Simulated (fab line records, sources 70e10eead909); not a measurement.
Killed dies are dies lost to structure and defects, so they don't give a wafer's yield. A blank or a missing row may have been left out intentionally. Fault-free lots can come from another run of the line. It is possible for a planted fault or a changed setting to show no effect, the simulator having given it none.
fab line records    flow nand_harc
record: lots: 6  wafers: 18  last_day: 33
route steps=1302 shown A_STAIRCASE@690 END@1302
lots that met no fault: from a run of the same line without faults
start_h: start of the lot's first displayed wafer, in hours after the record's first day    wait_h: hours from the lot's prior step to this one    " identical to the entry in the row above    L1.1+2: one row covering several wafers at once    - no value present, or no start provided    * or withheld: withheld    < > ~ a bound
route shown NAME@n: names a module that has steps shown in the file, with the first one's number in the route    usual: the fault-free wafers' mean and standard deviation    same: alike in all rows    chamber/n: place in a boat    sites: each site's reading    _std_site: standard deviation of those values    _edge_site: mean of outer sites minus mean of inner sites    radius_mm: for every site, how far away it sits from the centre of the wafer    mask NAME#n: copy n    behind: the tool/chamber that last shaped the wafer    hold: reason for holding the lot/hours on hold/outcome of the hold    device: the transistor (n, p or np) that didn't switch    end of line: the same wafers' tests at the end of the route    step lacking rows: just its recipe    killed: dies lost to structure and defects at the first sort, not the wafer's yield    map: dies across one wafer; x = killed, . = not, _ = none there
set.NAME: the setting the step ran with; set.NAME@STEP: the setting that earlier step ran with    model.NAME: the simulator's own value behind a step, which no gauge read
lots at some steps of the route; a table a step, a row a wafer
services: a tool's chamber out of use, with start hour (start_h, from the record's first day; less than 0 if before it), hours out, and reason
== steps ==
step: NHARC_A_STAIRCASE_DEHYDRATE_176
recipe: temp_c: 150  time_s: 120
step: NHARC_A_STAIRCASE_HMDS_177
recipe: time_s: 30
step: NHARC_A_STAIRCASE_COAT_178
recipe: spin_rpm: 1200
step: NHARC_A_STAIRCASE_SOFTBAKE_179
recipe: temp_c: 135  time_s: 170
step: NHARC_A_STAIRCASE_EBR_180
step: NHARC_A_STAIRCASE_EXPOSE_181
recipe: na: 0.5  dose_mj: 27.87  mask_id: STAIR_2
step: NHARC_A_STAIRCASE_PEB_182
recipe: peb_temp_c: 115  peb_time_s: 130
step: NHARC_A_STAIRCASE_DEVELOP_183
recipe: time_s: 140
step: NHARC_A_STAIRCASE_HARDBAKE_185
recipe: temp_c: 120  time_s: 140
step: NHARC_A_STAIRCASE_DESCUM_186
recipe: time_s: 3  o2_flow_sccm: 200  ar_flow_sccm: 0  bias_power_w: 0  chemistry: O2
usual: drypump_motor_current_A: 5.9/0.35  o2_flow_sccm: 200.0/0.61  oes_product_au: 0.997/0.011  rf_vpp_V: 57.8/0.86  showerhead_plenum_p_Torr: 1.92/0.087  throttle_valve_pct: 11.311/0.0089
lot.wafer  tool         chamber  start_h  wait_h  drypump_motor_current_A  o2_flow_sccm  oes_product_au  rf_hours_counter_h  rf_vpp_V  showerhead_plenum_p_Torr  throttle_valve_pct
L532.3     rie_diel-04  0        353.94   -       6.2                      200.1         1.002           61                  57.3      1.78                      11.311
L532.4     "            1        "        "       5.9                      200.8         1.010           53                  58.7      1.89                      11.315
L532.6     "            0        "        "       6.2                      200.3         0.997           -                   57.2      1.78                      11.303
L541.1     rie_diel-07  2        432.17   -       6.1                      199.6         0.969           44                  56.1      1.99                      11.305
L541.3     "            0        "        "       6.3                      199.9         0.985           49                  57.6      1.82                      11.303
L541.5     "            0        "        "       6.3                      201.0         0.996           -                   57.2      1.83                      11.305
L542.3     rie_diel-07  1        458.52   -       5.9                      201.0         0.983           54                  58.6      1.88                      11.313
L542.1     "            3        "        "       4.9                      200.1         0.988           53                  57.4      1.97                      11.306
L542.5     "            2        "        "       6.2                      200.2         0.996           -                   56.6      1.99                      11.316
L552.4     rie_diel-04  2        559.51   -       5.6                      200.2         0.995           0                   57.2      1.78                      11.315
L552.3     "            1        "        "       5.9                      200.6         1.012           5                   58.0      1.88                      11.298
L552.6     "            2        "        "       5.6                      199.7         0.998           -                   57.6      1.78                      11.315
L553.4     rie_diel-04  3        567.06   -       6.1                      199.5         0.999           9                   58.9      1.91                      11.319
L553.1     "            1        "        "       5.9                      199.7         1.026           7                   58.5      1.87                      11.313
L553.6     "            3        "        "       6.1                      200.1         1.006           -                   58.3      1.91                      11.312
L554.4     rie_diel-07  1        591.91   -       5.8                      201.0         0.994           35                  57.3      1.87                      11.305
L554.1     "            3        "        "       4.9                      199.8         1.008           35                  57.1      1.96                      11.310
L554.2     "            0        "        "       6.3                      200.7         1.005           36                  57.6      1.81                      11.301
step: NHARC_A_STAIRCASE_TRIM_187
recipe: time_s: 211.2  o2_flow_sccm: 500  ar_flow_sccm: 0  bias_w: 0  chemistry: O2
usual: drypump_motor_current_A: 5.9/0.38  o2_flow_sccm: 499.7/1.6  oes_product_au: 0.997/0.011  rf_vpp_V: 57.7/0.98  showerhead_plenum_p_Torr: 3.54/0.15  throttle_valve_pct: 17.037/0.0091
lot.wafer  tool         chamber  start_h  wait_h  drypump_motor_current_A  o2_flow_sccm  oes_product_au  rf_hours_counter_h  rf_vpp_V  showerhead_plenum_p_Torr  throttle_valve_pct
L532.3     rie_diel-04  0        354.03   0.1     6.2                      501.2         1.006           61                  58.5      3.29                      17.037
L532.4     "            1        "        "       5.9                      498.8         1.016           53                  57.0      3.49                      17.040
L532.6     "            3        "        "       6.2                      499.4         1.011           -                   58.1      3.56                      17.037
L541.1     rie_diel-07  2        432.27   0.1     6.2                      500.4         0.988           44                  57.1      3.66                      17.025
L541.3     "            1        "        "       5.9                      499.7         0.982           47                  58.1      3.48                      17.039
L541.5     "            1        "        "       5.9                      499.0         0.982           -                   59.7      3.48                      17.037
L542.1     rie_diel-07  0        458.62   0.1     6.3                      503.2         0.995           56                  57.9      3.37                      17.049
L542.3     "            2        "        "       6.2                      498.9         0.990           53                  57.6      3.65                      17.041
L542.5     "            0        "        "       6.3                      500.9         0.997           -                   56.4      3.37                      17.039
L552.3     rie_diel-04  3        559.60   0.1     6.2                      501.4         0.981           5                   56.2      3.53                      17.051
L552.4     "            2        "        "       5.6                      498.3         0.988           0                   57.9      3.29                      17.044
L552.6     "            3        "        "       6.1                      502.0         0.992           -                   58.8      3.53                      17.037
L553.1     rie_diel-04  2        567.14   0.1     5.6                      502.8         0.991           3                   56.7      3.29                      17.042
L553.4     "            3        "        "       6.2                      498.7         0.993           9                   56.3      3.53                      17.038
L553.6     "            2        "        "       5.6                      501.1         0.998           -                   57.1      3.29                      17.036
L554.4     rie_diel-07  2        591.99   0.1     6.2                      497.5         1.000           35                  59.1      3.63                      17.048
L554.2     "            0        "        "       6.3                      498.7         0.999           36                  57.3      3.35                      17.040
L554.1     "            1        "        "       5.9                      498.5         0.987           35                  56.6      3.45                      17.051
step: NHARC_A_STAIRCASE_ETCH_188
recipe: target_depth_a: 1000  time_s: 40.5  ion_energy_ev: 400  c4f8_flow_sccm: 20  o2_flow_sccm: 10  ar_flow_sccm: withheld  rf_w: 600  bias_w: 1000  chemistry: C4F8/O2
usual: oes_product_au: 0.938/0.013  rf_fwd_power_W: 591.8/2.5  rf_vpp_V: 896/5.5
lot.wafer  tool         chamber  start_h  wait_h  oes_product_au  rf_fwd_power_W  rf_hours_counter_h  rf_vpp_V
L532.4     rie_diel-04  3        354.17   -       0.946           591.3           59                  897
L532.3     "            0        "        "       0.950           592.1           62                  887
L532.6     "            0        "        "       0.953           592.6           -                   886
L541.1     rie_diel-07  2        432.46   -       1.136           832.9           44                  900
L541.3     "            0        "        "       1.152           830.1           49                  890
L541.5     "            1        "        "       1.128           828.4           -                   893
L542.3     rie_diel-07  1        458.76   -       1.166           829.7           54                  895
L542.1     "            3        "        "       1.179           834.1           53                  900
L542.5     "            2        "        "       1.178           831.3           -                   901
L552.4     rie_diel-04  2        559.75   -       0.946           596.0           0                   887
L552.3     "            1        "        "       0.960           590.1           5                   893
L552.6     "            2        "        "       0.945           596.1           -                   888
L553.4     rie_diel-04  3        567.30   -       0.944           588.6           10                  896
L553.1     "            0        "        "       0.957           592.2           9                   905
L553.6     "            2        "        "       0.949           592.3           -                   886
L554.2     rie_diel-07  3        592.15   -       0.939           597.8           35                  899
L554.1     "            0        "        "       0.945           588.9           36                  889
L554.4     "            1        "        "       0.935           590.2           35                  893
step: NHARC_A_STAIRCASE_TRIM_189
recipe: time_s: 211.2  o2_flow_sccm: 500  ar_flow_sccm: 0  bias_w: 0  chemistry: O2
usual: drypump_motor_current_A: 5.9/0.39  o2_flow_sccm: 500.0/1.4  oes_product_au: 0.998/0.011  rf_vpp_V: 57.9/0.88  showerhead_plenum_p_Torr: 3.54/0.15  throttle_valve_pct: 17.037/0.0098
lot.wafer  tool         chamber  start_h  wait_h  drypump_motor_current_A  o2_flow_sccm  oes_product_au  rf_hours_counter_h  rf_vpp_V  showerhead_plenum_p_Torr  throttle_valve_pct
L532.4     rie_diel-04  2        -        -       5.6                      501.0         1.005           48                  58.8      3.32                      17.045
L532.3     "            3        "        "       6.1                      500.6         1.023           59                  57.7      3.56                      17.015
L532.6     "            3        "        "       6.1                      498.6         1.015           -                   57.3      3.56                      17.040
L541.1     rie_diel-07  2        -        -       6.2                      499.6         0.968           45                  57.5      3.66                      17.029
L541.3     "            0        "        "       6.3                      502.1         0.985           49                  57.1      3.38                      17.045
L541.5     "            1        "        "       5.9                      500.5         0.985           -                   58.2      3.48                      17.028
L542.1     rie_diel-07  2        -        -       6.1                      500.8         0.981           53                  58.7      3.65                      17.021
L542.3     "            3        "        "       4.9                      501.0         0.990           53                  57.5      3.63                      17.043
L542.5     "            1        "        "       5.9                      500.5         0.973           -                   58.7      3.47                      17.052
L552.4     rie_diel-04  2        -        -       5.6                      498.4         0.986           0                   56.7      3.29                      17.044
L552.3     "            3        "        "       6.1                      500.4         0.995           5                   58.0      3.53                      17.035
L552.6     "            2        "        "       5.6                      499.9         1.004           -                   57.1      3.29                      17.037
L553.4     rie_diel-04  2        -        -       5.6                      499.6         0.997           3                   58.1      3.29                      17.020
L553.1     "            3        "        "       6.2                      499.1         1.000           10                  57.2      3.53                      17.043
L553.6     "            3        "        "       6.1                      500.6         0.989           -                   57.5      3.53                      17.035
L554.1     rie_diel-07  3        -        -       4.9                      501.5         0.998           36                  58.7      3.60                      17.033
L554.2     "            0        "        "       6.3                      500.4         0.987           36                  56.9      3.35                      17.044
L554.4     "            1        "        "       5.9                      499.6         0.994           35                  57.1      3.45                      17.032
step: NHARC_END_SORT_01
recipe: temp_c: 25
usual: killed_at_array: 57/19  killed_at_other: 0.9/1.1  killed_at_periphery: 4.0/2.6  killed_dies: 62/19  killed_open: 3.3/1.8  killed_short: 2.4/1.7
same: gross_dies: 677
lot.wafer  tool       chamber  start_h  wait_h  killed_at_array  killed_at_other  killed_at_periphery  killed_dies  killed_open  killed_short
L541.1     prober-02  0        635.22   2.5     671              1                5                    677          5            3
L541.3     prober-02  0        636.83   3.1     671              0                6                    677          4            3
L541.5     prober-02  0        638.44   3.7     675              0                2                    677          3            5
L542.1     prober-02  0        658.84   2.5     673              1                3                    677          3            1
L542.3     prober-02  0        660.43   3.1     672              2                3                    677          5            1
L542.5     prober-02  0        662.03   3.7     672              3                2                    677          2            1
killed by level:class
L541.1 A_STAIRCASE:area_etch=593 A_CHANNEL_HOLE_D1:chamber_film_flake=30 A_SLIT:chamber_film_flake=28 A_CHANNEL_HOLE_D2:chamber_film_flake=9 A_CONTACT:chamber_film_flake=3 P_M0:geometric_particle:open=2 A_WL_FILL:geometric_particle:short=2 P_M2:chamber_film_flake=2
L541.3 A_STAIRCASE:area_etch=595 A_CHANNEL_HOLE_D1:chamber_film_flake=31 A_SLIT:chamber_film_flake=17 A_CHANNEL_HOLE_D2:chamber_film_flake=15 P_ZERO_WELL:chamber_film_flake=3 A_CONTACT:chamber_film_flake=3 A_ZERO_WELL:chamber_film_flake=2 A_DECK1_JOINT:chamber_film_flake=2
L541.5 A_STAIRCASE:area_etch=607 A_CHANNEL_HOLE_D1:chamber_film_flake=32 A_SLIT:chamber_film_flake=14 A_ZERO_WELL:chamber_film_flake=4 A_CHANNEL_HOLE_D2:chamber_film_flake=4 A_CONTACT:chamber_film_flake=3 A_WL_FILL:geometric_particle:short=2 A_CHANNEL_FILL_D1:chamber_film_flake=2
L542.1 A_STAIRCASE:area_etch=600 A_SLIT:chamber_film_flake=32 A_CHANNEL_HOLE_D1:chamber_film_flake=26 A_STAIRCASE:chamber_film_flake=6 A_DECK1_JOINT:chamber_film_flake=3 P_GATE:chamber_film_flake=2 A_ONON_D1:geometric_particle:open=1 A_CHANNEL_FILL_D1:geometric_particle:open=1
L542.3 A_STAIRCASE:area_etch=621 A_CHANNEL_HOLE_D1:chamber_film_flake=21 A_SLIT:chamber_film_flake=16 A_CHANNEL_HOLE_D2:unspecified=4 A_WL_FILL:geometric_particle:open=2 A_STAIRCASE:chamber_film_flake=2 A_CONTACT:chamber_film_flake=2 THIN_TSV:chamber_film_flake=2
L542.5 A_STAIRCASE:area_etch=613 A_CHANNEL_HOLE_D1:chamber_film_flake=29 A_SLIT:chamber_film_flake=16 A_CONTACT:chamber_film_flake=6 THIN_TSV:chamber_film_flake=3 P_STI:chamber_film_flake=2 A_CHANNEL_HOLE_D2:unspecified=2 A_STAIRCASE:chamber_film_flake=2
map L541.1 (x killed, . not)
____________x____________
_________xxxxxxx_________
_______xxxxxxxxxxx_______
______xxxxxxxxxxxxx______
_____xxxxxxxxxxxxxxx_____
____xxxxxxxxxxxxxxxxx____
____xxxxxxxxxxxxxxxxx____
___xxxxxxxxxxxxxxxxxxx___
___xxxxxxxxxxxxxxxxxxx___
__xxxxxxxxxxxxxxxxxxxxx__
__xxxxxxxxxxxxxxxxxxxxx__
_xxxxxxxxxxxxxxxxxxxxxxx_
_xxxxxxxxxxxxxxxxxxxxxxx_
_xxxxxxxxxxxxxxxxxxxxxxx_
_xxxxxxxxxxxxxxxxxxxxxxx_
_xxxxxxxxxxxxxxxxxxxxxxx_
xxxxxxxxxxxxxxxxxxxxxxxxx
xxxxxxxxxxxxxxxxxxxxxxxxx
xxxxxxxxxxxxxxxxxxxxxxxxx
xxxxxxxxxxxxxxxxxxxxxxxxx
xxxxxxxxxxxxxxxxxxxxxxxxx
_xxxxxxxxxxxxxxxxxxxxxxx_
_xxxxxxxxxxxxxxxxxxxxxxx_
_xxxxxxxxxxxxxxxxxxxxxxx_
_xxxxxxxxxxxxxxxxxxxxxxx_
_xxxxxxxxxxxxxxxxxxxxxxx_
__xxxxxxxxxxxxxxxxxxxxx__
__xxxxxxxxxxxxxxxxxxxxx__
___xxxxxxxxxxxxxxxxxxx___
___xxxxxxxxxxxxxxxxxxx___
____xxxxxxxxxxxxxxxxx____
____xxxxxxxxxxxxxxxxx____
_____xxxxxxxxxxxxxxx_____
______xxxxxxxxxxxxx______
_______xxxxxxxxxxx_______
_________xxxxxxx_________
____________x____________
map L542.1 (x killed, . not)
____________x____________
_________xxxxxxx_________
_______xxxxxxxxxxx_______
______xxxxxxxxxxxxx______
_____xxxxxxxxxxxxxxx_____
____xxxxxxxxxxxxxxxxx____
____xxxxxxxxxxxxxxxxx____
___xxxxxxxxxxxxxxxxxxx___
___xxxxxxxxxxxxxxxxxxx___
__xxxxxxxxxxxxxxxxxxxxx__
__xxxxxxxxxxxxxxxxxxxxx__
_xxxxxxxxxxxxxxxxxxxxxxx_
_xxxxxxxxxxxxxxxxxxxxxxx_
_xxxxxxxxxxxxxxxxxxxxxxx_
_xxxxxxxxxxxxxxxxxxxxxxx_
_xxxxxxxxxxxxxxxxxxxxxxx_
xxxxxxxxxxxxxxxxxxxxxxxxx
xxxxxxxxxxxxxxxxxxxxxxxxx
xxxxxxxxxxxxxxxxxxxxxxxxx
xxxxxxxxxxxxxxxxxxxxxxxxx
xxxxxxxxxxxxxxxxxxxxxxxxx
_xxxxxxxxxxxxxxxxxxxxxxx_
_xxxxxxxxxxxxxxxxxxxxxxx_
_xxxxxxxxxxxxxxxxxxxxxxx_
_xxxxxxxxxxxxxxxxxxxxxxx_
_xxxxxxxxxxxxxxxxxxxxxxx_
__xxxxxxxxxxxxxxxxxxxxx__
__xxxxxxxxxxxxxxxxxxxxx__
___xxxxxxxxxxxxxxxxxxx___
___xxxxxxxxxxxxxxxxxxx___
____xxxxxxxxxxxxxxxxx____
____xxxxxxxxxxxxxxxxx____
_____xxxxxxxxxxxxxxx_____
______xxxxxxxxxxxxx______
_______xxxxxxxxxxx_______
_________xxxxxxx_________
____________x____________
== services ==
tool         chamber  start_h  hours  kind
rie_diel-04  0        337.62   -      clean
rie_diel-04  1        337.62   -      clean
rie_diel-04  2        337.62   -      clean
rie_diel-04  3        337.62   -      clean
rie_diel-04  2        338.78   6.7    repair
rie_diel-07  0        354.34   -      clean
rie_diel-07  1        354.34   -      clean
rie_diel-07  2        354.34   -      clean
rie_diel-07  3        354.34   -      clean
rie_diel-04  -        357.44   9.0    pm
rie_diel-04  0        357.44   9.0    vent_cycle
rie_diel-04  1        357.44   9.0    vent_cycle
rie_diel-04  2        357.44   9.0    vent_cycle
rie_diel-04  3        357.44   9.0    vent_cycle
rie_diel-04  0        366.44   -      clean
rie_diel-04  0        366.44   -      consumable_replace:showerhead
rie_diel-04  1        366.44   -      clean
rie_diel-04  2        366.44   -      clean
rie_diel-04  3        366.44   -      clean
rie_diel-07  0        378.84   -      clean
rie_diel-07  1        378.84   -      clean
rie_diel-07  -        473.84   9.0    pm
rie_diel-04  -        534.44   9.0    pm
rie_diel-04  1        581.89   3.3    repair
== key ==
first_sign: step: NHARC_A_STAIRCASE_ETCH_188  reading: rf_fwd_power_W  direction: up  sigmas: 96  usual: *  struck: *
effect: step: NHARC_A_STAIRCASE_ETCH_188  reading: oes_product_au  direction: up  sigmas: 17  usual: 0.938  struck: 1.157
effect: step: NHARC_END_SORT_01  reading: killed_dies  direction: up  sigmas: 33  usual: 62  struck: 677
more_kills_born_at: NHARC_A_STAIRCASE_ETCH_188@rie_diel-07: 3629
met_at NHARC_A_STAIRCASE_ETCH_188
struck_wafers L541.1,L541.3,L541.5,L542.1,L542.3,L542.5
later_rows_left_out L541.1,L541.3,L541.5,L542.1,L542.3,L542.5
tester_left_out L541,L542
fault: kind: process_parameter_drift  tool: rie_diel-07  chamber: -  onset_h: 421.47  steps: NHARC_A_STAIRCASE_ETCH_188  channel: rf_w  offset: *  shape: step  end_h: 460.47  acts_in: *  stated: *
tester_left_out: of these lots the tester's yield and bins aren't shown, on N5 and GAA mostly nor the transistor test; their killed dies are dies lost to structure and defects alone, not to doping, threshold or leakage, so they don't give the yield
later_rows_left_out: the simulator's readings of these wafers behind a module that went badly wrong aren't trusted and aren't shown, but for the sort
